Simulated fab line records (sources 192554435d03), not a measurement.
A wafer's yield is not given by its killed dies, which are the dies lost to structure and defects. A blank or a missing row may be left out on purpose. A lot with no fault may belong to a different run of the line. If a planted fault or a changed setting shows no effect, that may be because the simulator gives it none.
Matching of chambers | flow n5 finfet | rie diel-01 running N5_GATE_CUT_ETCH_37: 4 sister chambers
The step etches SOC in N2/H2, target depth 60 nm, overetch 12 nm, time 90 s. 14 wafers are shown with their chamber, then 7 later ones without.

## EACH WAFER AND ITS CHAMBER
wafer  | chamber | showerhead plenum p Torr (Torr) | drypump motor current A (A) | throttle valve pct (%)
L076.1 | 1       | 2.47                            | 5.9                         | 17.45
L076.2 | 3       | 2.56                            | 6.6                         | 17.82
L076.4 | 2       | 2.52                            | 6.0                         | 18.33
L078.3 | 2       | 2.51                            | 6.1                         | 18.33
L078.5 | 2       | 2.51                            | 6.0                         | 18.33
L078.6 | 1       | 2.47                            | 5.9                         | 17.45
L081.2 | 3       | 2.55                            | 6.7                         | 17.84
L081.4 | 2       | 2.51                            | 6.0                         | 18.34
L081.5 | 3       | 2.55                            | 6.6                         | 17.84
L084.3 | 1       | 2.46                            | 5.8                         | 17.48
L084.5 | 1       | 2.46                            | 5.8                         | 17.46
L084.6 | 0       | 2.49                            | 6.1                         | 17.58
L089.3 | 2       | 2.51                            | 6.1                         | 17.98
L089.5 | 1       | 2.46                            | 5.9                         | 17.48

SIGNATURES, as means of the wafers listed above
reading                  | chamber 0 | chamber 1 | chamber 2 | chamber 3 | scatter within a chamber
showerhead plenum p Torr | 2.4900    | 2.4640    | 2.5120    | 2.5533    | 0.00516
drypump motor current A  | 6.100     | 5.860     | 6.040     | 6.633     | 0.0554
throttle valve pct       | 17.5800   | 17.4640   | 18.2620   | 17.8333   | 0.1
Rule: a wafer lies at a distance from a chamber equal to the root of the sum of squares, over the readings, of (its reading less the chamber's mean, divided by the reading's scatter). If the next closest chamber is less than 2 further off than the closest, the wafer can't be placed; otherwise it belongs to the closest. The scatter: take each reading less its chamber's mean, square it, sum over the shown wafers, divide by the number of wafers less the number of chambers, and take the root.

## WAFERS WITHOUT THEIR CHAMBER
wafer  | showerhead plenum p Torr (Torr) | drypump motor current A (A) | throttle valve pct (%)
L089.6 | 2.51                            | 6.0                         | 17.97
L091.2 | 2.55                            | 6.7                         | 17.87
L091.3 | 2.49                            | 6.1                         | 17.59
L091.6 | 2.49                            | 6.1                         | 17.61
L096.3 | 2.45                            | 5.8                         | 17.49
L096.5 | 2.45                            | 5.8                         | 17.49
L096.6 | 2.48                            | 6.1                         | 17.61

## WHICH CHAMBER EACH WENT THROUGH
wafer  | from the rows above | in truth
L089.6 | 2                   | 2
L091.2 | 3                   | 3
L091.3 | 0                   | 0
L091.6 | 0                   | 0
L096.3 | 1                   | 1
L096.5 | 1                   | 1
L096.6 | 0                   | 0
Placed correctly: 7 of 7. Number that these rows cannot place: 0. Number placed wrongly: 0.
